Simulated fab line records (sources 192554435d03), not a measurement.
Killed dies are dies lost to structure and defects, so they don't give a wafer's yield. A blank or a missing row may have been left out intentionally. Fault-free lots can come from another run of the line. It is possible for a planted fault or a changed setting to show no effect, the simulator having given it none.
Matching of chambers | flow n5Finfet | rieDiel-03 running N5_BEOL_M8_STRIP_36: 4 sister chambers
The step strips in N2/H2. 4 wafers are shown with their chamber, then 8 later ones without.

## WAFERS PAIRED WITH THEIR CHAMBERS
wafer  | chamber | drypumpMotorCurrentA (A)
L080.6 | 2       | 6.2
L088.1 | 1       | 5.3
L088.4 | 0       | 5.6
L086.3 | 3       | 5.9

## WAFERS WHOSE CHAMBER IS MISSING
wafer  | drypumpMotorCurrentA (A)
L086.5 | 5.3
L086.6 | 5.9
L091.2 | 5.9
L091.3 | 5.5
L091.6 | 6.1
L096.2 | 6.1
L096.5 | 5.6
L096.6 | 5.9

## WHICH CHAMBER EACH WENT THROUGH
wafer  | from the rows above     | in truth
L086.5 | 1                       | 1
L086.6 | 3                       | 3
L091.2 | 3                       | 3
L091.3 | can't be placed: 0 or 1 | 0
L091.6 | can't be placed: 2 or 3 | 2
L096.2 | can't be placed: 2 or 3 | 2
L096.5 | 0                       | 0
L096.6 | 3                       | 3
Placed correctly: 5 of 8. Cannot be placed on the basis of these rows: 3; the candidates contain the true chamber in 3. Placed wrongly: 0.
How it was worked out, from the rows above alone: a wafer's distance from a chamber is the root of the sum, over the readings, of the square of ((its reading less the chamber's mean) divided by the reading's scatter). The wafer belongs to the nearest chamber; if the next one is less than 2 further off, it can't be placed. Each chamber's mean is taken over the wafers shown for it. The scatter (one wafer shown for each chamber): square how far every hidden wafer sits from the nearest shown wafer, average those squares and take the square root.
